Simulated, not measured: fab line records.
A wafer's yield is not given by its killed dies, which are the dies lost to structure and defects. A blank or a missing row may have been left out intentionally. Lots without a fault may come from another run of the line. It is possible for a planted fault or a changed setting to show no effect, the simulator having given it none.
Matching of chambers -- flow nandHarc -- rieDiel-13 running NHARC_A_CONTACT_ETCH_88: 4 sister chambers
The step etches the open film in CF4, target depth 39 nm, time 65 s. 8 wafers are shown with their chamber, then 12 later ones without.

EACH WAFER AND ITS CHAMBER
wafer,chamber,showerheadPlenumPTorr (Torr),drypumpMotorCurrentA (A)
L081.2,1,1.66,5.2
L083.2,1,1.65,5.2
L086.4,3,1.68,5.1
L086.5,3,1.68,5.2
L086.6,0,1.86,6.5
L087.3,0,1.86,6.5
L087.4,2,1.67,5.9
L087.6,2,1.67,5.9

WAFERS WHOSE CHAMBER IS MISSING
wafer,showerheadPlenumPTorr (Torr),drypumpMotorCurrentA (A)
L089.2,1.65,5.2
L089.3,1.86,6.5
L089.4,1.67,5.9
L092.3,1.68,5.2
L092.4,1.86,6.5
L092.5,1.68,5.2
L097.1,1.65,5.2
L097.3,1.86,6.5
L097.5,1.67,5.2
L096.2,1.86,6.5
L096.4,1.65,5.2
L096.5,1.67,5.9

THE CHAMBER EACH PASSED THROUGH
wafer,from the rows above,in truth
L089.2,1,1
L089.3,0,0
L089.4,2,2
L092.3,3,3
L092.4,0,0
L092.5,3,3
L097.1,1,1
L097.3,0,0
L097.5,can't be placed: 3 or 1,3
L096.2,0,0
L096.4,1,1
L096.5,2,2
11 of 12 placed correctly. From these rows, 1 cannot be placed; in 1 the true chamber is one of the candidates. Wrongly placed: 0.
How it was worked out, from the rows above alone: a wafer's distance from a chamber is the root of the sum, over the readings, of the square of ((its reading less the chamber's mean) divided by the reading's scatter). If the next closest chamber is less than 2 further off than the closest, the wafer can't be placed; otherwise it belongs to the closest. A chamber's mean is the mean of its shown wafers. The scatter: take each reading less its chamber's mean, square it, sum over the shown wafers, divide by the number of wafers less the number of chambers, and take the root.
